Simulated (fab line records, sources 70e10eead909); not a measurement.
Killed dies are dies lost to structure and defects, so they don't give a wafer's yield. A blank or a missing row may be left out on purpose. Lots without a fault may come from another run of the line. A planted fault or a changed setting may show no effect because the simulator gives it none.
fab line records | flow nand_harc
record lots=13 wafers=39 last_day=24
route steps=1159 shown P_ZERO_WELL@19 P_GATE@151
lots that met no fault: from a run of the same line without faults
start_h: hours from the record's first day to the start of the lot's first wafer shown | wait_h: hours since the lot's step before | " the same as in the row above | L1.1+2: a row that stands for several wafers | - no value, or no start given | * or withheld: withheld | < > ~ a bound
route shown NAME@n: a module of which the file shows steps, and the number in the route of the first | usual: mean/standard deviation of fault-free wafers | same: alike in all rows | chamber/n: place in a boat | sites: the reading at each site | _std_site: their standard deviation | _edge_site: outer sites' mean less inner sites' | radius_mm: how far each site lies from the wafer's centre | mask NAME#n: copy n | behind: the tool/chamber that last shaped the wafer | hold: why the lot was held/for how many hours/how that ended | device: the transistor (n, p or np) that didn't switch | end of line: the same wafers' tests at the end of the route | a step without rows: its recipe alone | killed: dies lost to structure and defects at the first sort, not the wafer's yield | map: a wafer's dies, x killed, . not, _ none there
set.NAME: the setting as run; set.NAME@STEP: as run at that earlier step | model.NAME: the simulator's own value behind a step, which no gauge read
steps of the route over a sample of lots; a table a step, a row a wafer
services: from which hour (start_h, from the record's first day; less than 0 if before it) a tool's chamber was out of use, for how many hours, and why
## steps
# step NHARC_P_ZERO_WELL_ETCH_63
# recipe target_depth_a=1200 time_s=40.1 hbr_flow_sccm=150 cl2_flow_sccm=50 rf_w=400 icp_w=400 bias_w=100 chemistry=HBr/Cl2
# usual drypump_motor_current_A=5.8/0.42 he_backside_leak_sccm=2.64/0.28 oes_product_au=1.006/0.014 throttle_valve_pct=26.405/0.009
# same time_s=40.1
# columns lot.wafer tool chamber start_h wait_h drypump_motor_current_A he_backside_leak_sccm oes_product_au rf_hours_counter_h throttle_valve_pct
L983.1 rie_si-02 0 13.77 - 6.2 2.45 0.989 1.0 26.406
L983.3 " 2 " " 5.0 2.52 1.010 1.3 26.394
L983.5 " 1 " " 5.8 2.51 1.008 - 26.409
L984.1 rie_si-02 3 19.54 - 6.1 2.92 0.998 1.3 26.400
L984.4 " 3 " " 6.1 2.77 1.010 - 26.393
L984.6 " 2 " " 5.0 2.68 1.005 - 26.402
L985.2 rie_si-02 3 25.58 - 6.1 3.00 1.005 1.3 26.395
L985.6 " 2 " " 5.0 2.79 1.007 - 26.401
L985.5 " 3 " " 6.1 2.91 1.018 - 26.404
L986.4 rie_si-02 1 31.70 - 5.8 2.47 1.015 1.2 26.400
L986.3 " 2 " " 5.0 2.66 1.021 1.5 26.403
L986.6 " 1 " " 5.8 2.51 1.005 - 26.406
L996.2 rie_si-02 1 91.55 - 5.8 2.35 1.028 0.5 26.386
L996.1 " 2 " " 5.0 2.58 0.998 0.5 26.387
L996.6 " 3 " " 6.1 2.81 1.022 - 26.394
L997.1 rie_si-02 1 97.54 - 5.8 2.39 1.028 0.5 26.406
L997.6 " 0 " " 6.3 2.38 1.004 - 26.406
L997.5 " 1 " " 5.8 2.42 1.026 - 26.419
L998.2 rie_si-06 0 103.69 - 5.8 2.43 0.992 0.9 26.398
L998.6 " 2 " " 5.6 2.34 1.010 - 26.398
L998.5 " 3 " " 5.8 2.83 1.001 - 26.401
L999.1 rie_si-06 3 109.55 - 5.7 2.83 0.992 0.8 26.416
L999.2 " 0 " " 5.8 2.49 0.992 0.9 26.398
L999.6 " 0 " " 5.8 2.46 0.982 - 26.414
L101.4 rie_si-06 0 122.16 - 5.8 2.52 1.000 1.1 26.413
L101.2 " 1 " " 5.8 2.98 0.995 1.2 26.416
L101.5 " 1 " " 5.8 3.00 1.001 - 26.402
L103.4 rie_si-06 2 133.66 - 5.6 2.28 1.016 0.8 26.400
L103.1 " 1 " " 5.7 2.77 0.999 1.3 26.407
L103.5 " 3 " " 5.8 2.93 0.995 - 26.406
L104.2 rie_si-06 0 139.73 - 5.8 2.60 1.006 1.2 26.411
L104.3 " 2 " " 5.6 2.26 1.008 0.9 26.400
L104.5 " 0 " " 5.8 2.49 0.997 - 26.396
L105.3 rie_si-02 3 145.65 - 6.1 3.09 1.027 0.9 26.410
L105.1 " 0 " " 6.3 2.31 1.015 0.9 26.418
L105.4 " 1 " " 5.7 2.43 1.040 0.9 26.405
L106.3 rie_si-06 1 151.81 - 5.8 3.19 0.994 1.5 26.421
L106.2 " 2 " " 5.6 2.42 1.018 1.0 26.392
L106.6 " 0 " " 5.9 2.54 0.997 - 26.406
# step NHARC_P_ZERO_WELL_EXPOSE_34
# recipe na=0.6 target_cd_nm=720 dose_mj=22.31 mask_id=P_PWELL
# columns lot.wafer tool chamber start_h wait_h mask
L983.1+3+5 krf_scanner-02 0 16.18 - P_PWELL#0
L984.1+4+6 krf_scanner-04 0 21.87 - P_PWELL#0
L985.2+5+6 krf_scanner-02 0 27.99 - P_PWELL#0
L986.3+4+6 krf_scanner-04 0 33.99 - P_NWELL#0
L996.1+2+6 krf_scanner-02 0 93.96 - P_PWELL#0
L997.1+5+6 krf_scanner-02 0 99.80 - P_PWELL#0
L998.2+5+6 krf_scanner-02 0 105.96 - P_PWELL#0
L999.1+2+6 krf_scanner-04 0 111.86 - P_PWELL#0
L101.2+4+5 krf_scanner-02 0 124.52 - P_PWELL#0
L103.1+4+5 krf_scanner-02 0 135.93 - P_PWELL#0
L104.2+3+5 krf_scanner-04 0 142.15 - P_PWELL#0
L105.1+3+4 krf_scanner-02 0 147.95 - P_PWELL#0
L106.2+3+6 krf_scanner-02 0 154.07 - P_PWELL#0
# step NHARC_P_ZERO_WELL_CD_MEAS_37
# recipe target_cd_nm=720 landing_energy_ev=500
# usual cd_nm=718.5/1.9
# columns lot.wafer tool chamber start_h wait_h cd_nm
L983.1 cd_sem-03 0 16.34 - 720.5
L983.3 " 0 " " 715.3
L983.5 " 0 " " 719.0
L984.1 cd_sem-01 0 22.03 - 719.3
L984.4 " 0 " " 719.3
L984.6 " 0 " " 721.3
L985.2 cd_sem-01 0 28.15 - 714.3
L985.5 " 0 " " 718.1
L985.6 " 0 " " 715.2
L986.3 cd_sem-02 0 34.14 - -
L986.4 " 0 " " -
L986.6 " 0 " " -
L996.1 cd_sem-02 0 94.12 - 718.9
L996.2 " 0 " " 716.5
L996.6 " 0 " " 718.6
L997.1 cd_sem-03 0 99.96 - 717.5
L997.5 " 0 " " 719.7
L997.6 " 0 " " 721.8
L998.2 cd_sem-03 0 106.11 - 719.3
L998.5 " 0 " " 717.2
L998.6 " 0 " " 718.4
L999.1 cd_sem-02 0 112.01 - 719.0
L999.2 " 0 " " 717.0
L999.6 " 0 " " 718.3
L101.2 cd_sem-02 0 124.67 - 717.8
L101.4 " 0 " " 714.5
L101.5 " 0 " " 714.3
L103.1 cd_sem-01 0 136.09 - 716.2
L103.4 " 0 " " 721.5
L103.5 " 0 " " 720.1
L104.2 cd_sem-03 0 142.32 - 717.1
L104.3 " 0 " " 716.2
L104.5 " 0 " " 717.4
L105.1 cd_sem-02 0 148.12 - 719.7
L105.3 " 0 " " 716.1
L105.4 " 0 " " 716.2
L106.2 cd_sem-02 0 154.22 - 717.2
L106.3 " 0 " " 718.6
L106.6 " 0 " " 716.7
# step NHARC_P_ZERO_WELL_RTA_42
# recipe temp_c=1100 time_s=300
# usual lamp_power_pct=34/3.4 wafer_temp_C_max=1105.4/1.1
# same time_s=300
# columns lot.wafer tool chamber start_h wait_h lamp_power_pct wafer_temp_C_max
L983.1 rtp_anneal-01 0 19.12 - 38 1106.3
L983.3 " 0 " " 38 1106.2
L983.5 " 0 " " 39 1104.8
L984.1 rtp_anneal-02 0 24.84 - 32 1107.0
L984.4 " 0 " " 32 1106.1
L984.6 " 0 " " 32 1105.3
L985.2 rtp_anneal-02 0 31.04 - 32 1105.1
L985.5 " 0 " " 31 1104.2
L985.6 " 0 " " 32 1104.8
L986.3 rtp_anneal-02 0 37.14 - 31 1105.2
L986.4 " 0 " " 32 1103.5
L986.6 " 0 " " 32 1105.8
L996.1 rtp_anneal-01 0 96.78 - 38 1104.6
L996.2 " 0 " " 38 1104.9
L996.6 " 0 " " 38 1107.7
L997.1 rtp_anneal-01 0 102.73 - 38 1105.3
L997.5 " 0 " " 38 1105.0
L997.6 " 0 " " 38 1106.4
L998.2 rtp_anneal-02 0 109.02 - 31 1104.5
L998.5 " 0 " " 31 1105.2
L998.6 " 0 " " 31 1105.0
L999.1 rtp_anneal-01 0 114.84 - 39 1105.4
L999.2 " 0 " " 38 1105.9
L999.6 " 0 " " 38 1106.4
L101.2 rtp_anneal-01 0 127.43 - 38 1109.3
L101.4 " 0 " " 38 1105.2
L101.5 " 0 " " 38 1105.4
L103.1 rtp_anneal-02 0 138.76 - 32 1105.7
L103.4 " 0 " " 32 1105.5
L103.5 " 0 " " 32 1104.3
L104.2 rtp_anneal-01 0 145.15 - 38 1105.9
L104.3 " 0 " " 38 1106.5
L104.5 " 0 " " 39 1105.6
L105.1 rtp_anneal-02 0 150.78 - 32 1104.7
L105.3 " 0 " " 32 1106.1
L105.4 " 0 " " 32 1106.3
L106.2 rtp_anneal-02 0 157.10 - 32 1106.8
L106.3 " 0 " " 32 1104.6
L106.6 " 0 " " 32 1106.1
# step NHARC_P_GATE_CD_MEAS_33
# usual cd_nm=121/3.2
# columns lot.wafer tool chamber start_h wait_h cd_nm
L983.1 cd_sem-03 - 86.32 - 115
L983.3 " - " " 118
L983.5 " - " " 121
L984.1 cd_sem-03 - 95.55 - 121
L984.4 " - " " 120
L984.6 " - " " 118
L985.2 cd_sem-03 - 99.92 - 125
L985.5 " - " " 123
L985.6 " - " " 122
L997.1 cd_sem-03 - 167.36 - 118
L997.5 " - " " 124
L997.6 " - " " 120
L996.1 cd_sem-01 - 169.96 - 121
L996.2 " - " " 118
L996.6 " - " " 120
L998.2 cd_sem-03 - 181.35 - 115
L998.5 " - " " 120
L998.6 " - " " 121
L999.1 cd_sem-01 - 181.69 - 127
L999.2 " - " " 123
L999.6 " - " " 125
L101.2 cd_sem-01 - 198.10 - 126
L101.4 " - " " 120
L101.5 " - " " 122
L104.2 cd_sem-03 - 210.98 - 124
L104.3 " - " " 124
L104.5 " - " " 122
L103.1 cd_sem-03 - 211.54 0.2 122
L103.4 " - " " 122
L103.5 " - " " 123
L106.2 cd_sem-01 - 223.32 - 122
L106.3 " - " " 130
L106.6 " - " " 120
L105.1 cd_sem-03 - 224.03 - 124
L105.3 " - " " 118
L105.4 " - " " 115
## services
# columns tool chamber start_h hours kind
krf_scanner-04 - 0.82 3.7 repair
rie_si-06 - 6.00 9.0 pm
rie_si-06 0 6.00 9.0 vent_cycle
rie_si-06 1 6.00 9.0 vent_cycle
rie_si-06 2 6.00 9.0 vent_cycle
rie_si-06 3 6.00 9.0 vent_cycle
rie_si-06 0 15.00 - clean
rie_si-02 1 15.73 8.9 repair
rie_si-02 - 34.00 9.0 pm
rie_si-02 0 34.00 9.0 vent_cycle
rie_si-02 1 34.00 9.0 vent_cycle
rie_si-02 2 34.00 9.0 vent_cycle
rie_si-02 3 34.00 9.0 vent_cycle
krf_scanner-02 - 38.00 4.0 pm
rie_si-02 0 43.00 - clean
rie_si-02 1 43.00 - clean
rie_si-02 2 43.00 - clean
rie_si-02 3 43.00 - clean
krf_scanner-04 - 55.84 18.1 repair
rie_si-06 3 82.95 5.3 repair
rie_si-06 0 86.63 1.8 repair
rie_si-06 2 87.19 9.8 repair
krf_scanner-04 - 118.26 9.4 repair
rie_si-02 - 119.78 0.1 repair
## key
first_sign step=NHARC_P_ZERO_WELL_EXPOSE_34 reading=mask direction=changed
effect step=NHARC_P_ZERO_WELL_CD_MEAS_37 reading=cd_nm direction=missing
met_at NHARC_P_ZERO_WELL_EXPOSE_34
struck_lots L986
later_rows_left_out L986.3,L986.4,L986.6
sort_left_out L986.3,L986.4,L986.6
tester_left_out L986
not_acting_at NHARC_P_ZERO_WELL_ETCH_63,NHARC_P_ZERO_WELL_RTA_42,NHARC_P_GATE_CD_MEAS_33
onset_between 21.87 33.99
fault kind=wrong_mask tool=any chamber=- onset_h=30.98 steps=NHARC_P_ZERO_WELL_EXPOSE_34 aux_copy=P_NWELL#0 scope=struck_lots_only
# tester_left_out: of these lots the tester's yield and bins aren't shown, on N5 and GAA mostly nor the transistor test; their killed dies are dies lost to structure and defects alone, not to doping, threshold or leakage, so they don't give the yield
# sort_left_out: the simulated sort isn't trusted on such a fault, so these wafers' sort isn't shown, and their yield isn't known
# later_rows_left_out: the simulator's readings of these wafers behind a module that went badly wrong aren't trusted and aren't shown, but for the sort
